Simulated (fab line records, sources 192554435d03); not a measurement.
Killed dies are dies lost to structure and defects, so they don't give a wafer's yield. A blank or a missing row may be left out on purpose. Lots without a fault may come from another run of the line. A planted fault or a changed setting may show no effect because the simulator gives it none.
Chamber matching | flow n5_finfet | N5_BEOL_M8_VIA_ETCH_34 on rie_diel-04: 3 sister chambers
The step etches SiCOH lowk in C4F6/O2, target depth 125.5 nm, time 50.5 s. 6 wafers are shown with their chamber, then 3 later ones without.

WAFERS WITH THEIR CHAMBER
wafer  | chamber | drypump_motor_current_A (A) | rf_vpp_V (V)
L077.4 | 0       | 6.01                        | 651
L081.6 | 3       | 6.17                        | 648
L091.2 | 0       | 6.03                        | 662
L091.5 | 1       | 6.01                        | 659
L094.1 | 1       | 6.04                        | 659
L094.2 | 3       | 6.12                        | 648

WAFERS WITHOUT THEIR CHAMBER
wafer  | drypump_motor_current_A (A) | rf_vpp_V (V)
L093.3 | 6.05                        | 659
L093.4 | 6.14                        | 648
L097.4 | 6.00                        | 661

WHICH CHAMBER EACH WENT THROUGH
wafer  | from the rows above     | in truth
L093.3 | can't be placed: 1 or 0 | 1
L093.4 | 3                       | 3
L097.4 | can't be placed: 1 or 0 | 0
Placed correctly: 1 of 3. Can't be placed from these rows: 2 (the true chamber is among the candidates in 2). Placed wrongly: 0.
How it was worked out, from the rows above alone: a wafer's distance from a chamber is the root of the sum, over the readings, of the square of ((its reading less the chamber's mean) divided by the reading's scatter). The wafer belongs to the nearest chamber; if the next one is less than 2 further off, it can't be placed. A chamber's mean is the mean of its shown wafers. The scatter: the root of (the sum of the squares of (reading less its chamber's mean) over the shown wafers, divided by (wafers less chambers)).
